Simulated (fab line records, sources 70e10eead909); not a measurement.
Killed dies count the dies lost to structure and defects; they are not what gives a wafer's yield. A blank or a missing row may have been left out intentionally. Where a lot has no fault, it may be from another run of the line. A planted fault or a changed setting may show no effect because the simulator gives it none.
Which tool did it?	flow nand-harc	11 lots with 33 wafers sampled at 5 steps, on a route of 1302 steps

## WHAT THE GAUGES READ, wafer by wafer
NHARC_END_SORT_01.
lot	measured	on	killed-at-array
L923	day 29 13:03	prober-01	14 18 20
L922	day 29 13:04	prober-02	52 70 48
L933	day 33 05:50	prober-02	71 68 77

## EACH LOT AND THE TOOL THAT RAN IT (in order: tool; ch and the chambers of the sampled wafers; start)
lot	NHARC_A_STAIRCASE_TRIM_26	NHARC_A_STAIRCASE_ETCH_192	NHARC_A_STAIRCASE_ETCH_199	NHARC_A_STAIRCASE_TRIM_200
L912	rie-diel-12 ch 0,3, day 15 13:17 or earlier	rie-diel-04 ch 1,2, day 15 13:17	rie-diel-12 ch 0,1, no start	rie-diel-12 ch 0,2,3, no start
L916	rie-diel-01 ch 2,3, day 17 18:55 or earlier	rie-diel-01 ch 1,2,3, day 17 18:55	rie-diel-01 ch 0,1,3, no start	rie-diel-01 ch 0,1,2, no start
L923	rie-diel-12 ch 1,2,3, day 20 13:35 or earlier	rie-diel-04 ch 0,2,3, day 20 13:35	rie-diel-12 ch 1,2, day 29 13:03 or earlier	rie-diel-12 ch 0,1, day 29 13:03 or earlier
L922	rie-diel-01 ch 0,2,3, day 20 13:45 or earlier	rie-diel-12 ch 1,2,3, day 20 13:45	rie-diel-04 ch 2, day 29 13:04 or earlier	rie-diel-04 ch 0,2, day 29 13:04 or earlier
L925	rie-diel-12 ch 1,2,3, day 21 07:36 or earlier	rie-diel-04 ch 2,3, day 21 07:36	rie-diel-01 ch 0,1, no start	rie-diel-01 ch 0,2,3, no start
L927	rie-diel-12 ch 0,1,2, day 22 10:23 or earlier	rie-diel-12 ch 0,2,3, day 22 10:23	rie-diel-12 ch 0,1,2, no start	rie-diel-12 ch 1,2,3, no start
L929	rie-diel-12 ch 1,2,3, day 23 00:44 or earlier	rie-diel-01 ch 0,1,3, day 23 00:44	rie-diel-01 ch 2,3, no start	rie-diel-01 ch 0,1,2, no start
L931	rie-diel-04 ch 1,2,3, day 23 08:24 or earlier	rie-diel-01 ch 1,2,3, day 23 08:24	rie-diel-01 ch 0,1, no start	rie-diel-01 ch 2,3, no start
L933	rie-diel-01 ch 0,1, day 24 23:35 or earlier	rie-diel-01 ch 0,1, day 24 23:35	rie-diel-12 ch 0,1,2, day 33 05:50 or earlier	rie-diel-12 ch 0,2, day 33 05:50 or earlier
L932	rie-diel-12 ch 0,2,3, day 24 23:44 or earlier	rie-diel-04 ch 0,2, day 24 23:44	rie-diel-04 ch 1,3, no start	rie-diel-04 ch 0,3, no start
L934	rie-diel-01 ch 2,3, day 25 08:55 or earlier	rie-diel-12 ch 1,2,3, day 25 08:55	rie-diel-12 ch 1,2, no start	rie-diel-12 ch 0,1,3, no start
- NHARC_A_STAIRCASE_TRIM_26: chemistry O2, time 211.2 s.
- NHARC_A_STAIRCASE_ETCH_192: etches the open film in C4F8/O2, target depth 100 nm, time 40.5 s.
- NHARC_A_STAIRCASE_ETCH_199: etches the open film in C4F8/O2, target depth 100 nm, time 40.5 s.
- NHARC_A_STAIRCASE_TRIM_200: chemistry O2, time 211.2 s.

## THE ANSWER, worked out from the rows above alone
Rule: the lots themselves supply what counts as usual. Put in order of their means at a reading, lots are off if they are a third of the lots or fewer, leave a main group of 4 or more, and stand apart from it by a gap of 3 or more times the standard deviation of the main group's means; of several such gaps the widest counts. A main group whose means are all the same, to the digits that the tables above print for the reading, isn't used. Also off: a lot with no number at a reading for which 4 or more lots have one. Any other lot the step has rows for is counted as sound.
No lot is off on any of the readings shown, so nothing can be concluded from this.

## WHAT HAD BEEN PUT IN BY THE SIMULATOR
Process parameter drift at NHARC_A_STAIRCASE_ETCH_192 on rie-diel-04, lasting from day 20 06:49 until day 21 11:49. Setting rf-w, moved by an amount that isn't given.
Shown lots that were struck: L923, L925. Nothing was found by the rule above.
